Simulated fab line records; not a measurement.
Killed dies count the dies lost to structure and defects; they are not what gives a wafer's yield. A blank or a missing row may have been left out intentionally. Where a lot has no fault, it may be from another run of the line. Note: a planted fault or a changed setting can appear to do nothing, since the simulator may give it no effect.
The tool behind it: which one? || flow nand_harc || 11 lots, 33 wafers sampled, at 5 steps of a route of 1159

WHAT THE GAUGES READ, wafer by wafer
NHARC_END_SORT_01.
{"lot": "L276", "measured": "day 21 17:31", "on": "prober-02", "killed_at_array": "30 26 26"}
{"lot": "L275", "measured": "day 22 01:18", "on": "prober-02", "killed_at_array": "71 77 80"}
{"lot": "L279", "measured": "day 22 09:04", "on": "prober-01", "killed_at_array": "43 46 36"}
{"lot": "L278", "measured": "day 22 16:49", "on": "prober-02", "killed_at_array": "113 98 68"}
{"lot": "L280", "measured": "day 22 19:26", "on": "prober-01", "killed_at_array": "19 16 14"}
{"lot": "L283", "measured": "day 23 08:25", "on": "prober-02", "killed_at_array": "43 33 40"}
{"lot": "L287", "measured": "day 23 18:33", "on": "prober-02", "killed_at_array": "32 33 32"}

WHICH TOOL RAN EACH LOT (tool, then ch and the chambers of the sampled wafers, then the start)
{"lot": "L267", "NHARC_A_CONTACT_ETCH_51": "rie_diel-03 ch 0,2,3, day 16 01:41", "NHARC_THIN_TSV_ETCH_44": "rie_diel-09 ch 0,2,3, day 18 11:02", "NHARC_THIN_TSV_ETCH_15": "rie_si-02 ch 0,2,3, day 18 11:37", "NHARC_THIN_TSV_DESCUM_35": "rie_diel-09 ch 0,1,2, day 18 17:04"}
{"lot": "L268", "NHARC_A_CONTACT_ETCH_51": "rie_diel-03 ch 0,2,3, day 16 06:07", "NHARC_THIN_TSV_ETCH_44": "rie_diel-01 ch 0,2,3, day 18 20:08", "NHARC_THIN_TSV_ETCH_15": "rie_si-02 ch 0,1,2, day 18 20:42", "NHARC_THIN_TSV_DESCUM_35": "rie_diel-06 ch 1,2,3, day 19 02:00"}
{"lot": "L269", "NHARC_A_CONTACT_ETCH_51": "rie_diel-11 ch 0,2, day 16 23:36", "NHARC_THIN_TSV_ETCH_44": "rie_diel-01 ch 0,1,2, day 19 04:13", "NHARC_THIN_TSV_ETCH_15": "rie_si-01 ch 2,3, day 19 04:48", "NHARC_THIN_TSV_DESCUM_35": "rie_diel-01 ch 0,1, day 19 10:10"}
{"lot": "L273", "NHARC_A_CONTACT_ETCH_51": "rie_diel-10 ch 0,2, day 18 02:34", "NHARC_THIN_TSV_ETCH_44": "rie_diel-06 ch 1,2, day 20 10:19", "NHARC_THIN_TSV_ETCH_15": "rie_si-01 ch 1,2,3, day 20 10:51", "NHARC_THIN_TSV_DESCUM_35": "rie_diel-01 ch 1,2,3, day 20 16:34"}
{"lot": "L276", "NHARC_A_CONTACT_ETCH_51": "rie_diel-10 ch 1,3, day 18 23:55", "NHARC_THIN_TSV_ETCH_44": "rie_diel-01 ch 1,2,3, day 21 01:21", "NHARC_THIN_TSV_ETCH_15": "rie_si-02 ch 0,2, day 21 01:49", "NHARC_THIN_TSV_DESCUM_35": "rie_diel-06 ch 1,2,3, day 21 07:00"}
{"lot": "L275", "NHARC_A_CONTACT_ETCH_51": "rie_diel-10 ch 0,3, day 19 04:26", "NHARC_THIN_TSV_ETCH_44": "rie_diel-06 ch 0,1,3, day 21 05:46", "NHARC_THIN_TSV_ETCH_15": "rie_si-02 ch 0,1,3, day 21 06:14", "NHARC_THIN_TSV_DESCUM_35": "rie_diel-06 ch 1,2, day 21 11:44"}
{"lot": "L279", "NHARC_A_CONTACT_ETCH_51": "rie_diel-03 ch 0,2,3, day 19 09:58", "NHARC_THIN_TSV_ETCH_44": "rie_diel-09 ch 1,2,3, day 21 18:34", "NHARC_THIN_TSV_ETCH_15": "rie_si-01 ch 0,1,2, day 21 19:08", "NHARC_THIN_TSV_DESCUM_35": "rie_diel-06 ch 0,1,3, day 22 00:18"}
{"lot": "L278", "NHARC_A_CONTACT_ETCH_51": "rie_diel-10 ch 0,1,2, day 19 10:21", "NHARC_THIN_TSV_ETCH_44": "rie_diel-06 ch 0,1,2, day 21 20:57", "NHARC_THIN_TSV_ETCH_15": "rie_si-04 ch 1,2,3, day 21 21:32", "NHARC_THIN_TSV_DESCUM_35": "rie_diel-06 ch 0,1,2, day 22 03:14"}
{"lot": "L280", "NHARC_A_CONTACT_ETCH_51": "rie_diel-11 ch 1,2,3, day 19 22:58", "NHARC_THIN_TSV_ETCH_44": "rie_diel-06 ch 0,3, day 21 22:10", "NHARC_THIN_TSV_ETCH_15": "rie_si-02 ch 0,3, day 21 22:44", "NHARC_THIN_TSV_DESCUM_35": "rie_diel-06 ch 1,2,3, day 22 03:57"}
{"lot": "L283", "NHARC_A_CONTACT_ETCH_51": "rie_diel-03 ch 0,1,2, day 20 04:39", "NHARC_THIN_TSV_ETCH_44": "rie_diel-01 ch 0,1,3, day 22 16:26", "NHARC_THIN_TSV_ETCH_15": "rie_si-01 ch 2,3, day 22 17:01", "NHARC_THIN_TSV_DESCUM_35": "rie_diel-01 ch 2,3, day 22 22:27"}
{"lot": "L287", "NHARC_A_CONTACT_ETCH_51": "rie_diel-11 ch 0,3, day 20 19:37", "NHARC_THIN_TSV_ETCH_44": "rie_diel-09 ch 0,1,3, day 23 00:15", "NHARC_THIN_TSV_ETCH_15": "rie_si-02 ch 0,1,3, day 23 00:42", "NHARC_THIN_TSV_DESCUM_35": "rie_diel-01 ch 0,3, day 23 05:55"}
- NHARC_A_CONTACT_ETCH_51: etches the open film in O2/COS, target depth 3600 nm, time 936 s.
- NHARC_THIN_TSV_ETCH_44: etches the open film in CF4/O2, target depth 1594.2 nm, time 797.1 s.
- NHARC_THIN_TSV_ETCH_15: target depth 3000 nm, bosch target overetch cycles 2, bosch etch step 2.8 s.
- NHARC_THIN_TSV_DESCUM_35: chemistry O2, time 3 s.

THE ANSWER, worked out from the rows above alone
Rule: what is usual is taken from the lots themselves. Put in order of their means at a reading, lots are off if they are a third of the lots or fewer, leave a main group of 4 or more, and stand apart from it by a gap of 3 or more times the standard deviation of the main group's means; of several such gaps the widest counts. A main group is skipped when, at the precision printed for the reading in the tables above, its means are all equal. A lot without any number at a reading at which 4 lots or more have one is off too. All remaining lots with rows at the step are treated as sound.
Off: L275, L278 (NHARC_END_SORT_01, killed_at_array). Mean 31 and standard deviation 9 in the main group. Neither off nor sound, because the step has no rows for them: L267, L268, L269, L273.
A tool fits if, at a process step before that reading, it ran every lot that is off, and no sound lot after the first of them. Gauges at NHARC_END_SORT_01: tried the same way as those tools. One candidate fits, namely rie_diel-10 at NHARC_A_CONTACT_ETCH_51. Its last sound lot is L276 (day 18 23:55), its first lot that is off L275 (day 19 04:26): a fault that began between those two fits.

WHAT THE SIMULATOR HAD PUT IN
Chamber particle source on rie_diel-10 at NHARC_A_CONTACT_ETCH_51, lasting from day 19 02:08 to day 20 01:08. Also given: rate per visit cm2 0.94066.
Lots struck among those shown: L275, L278. The rule given above showed the same thing.
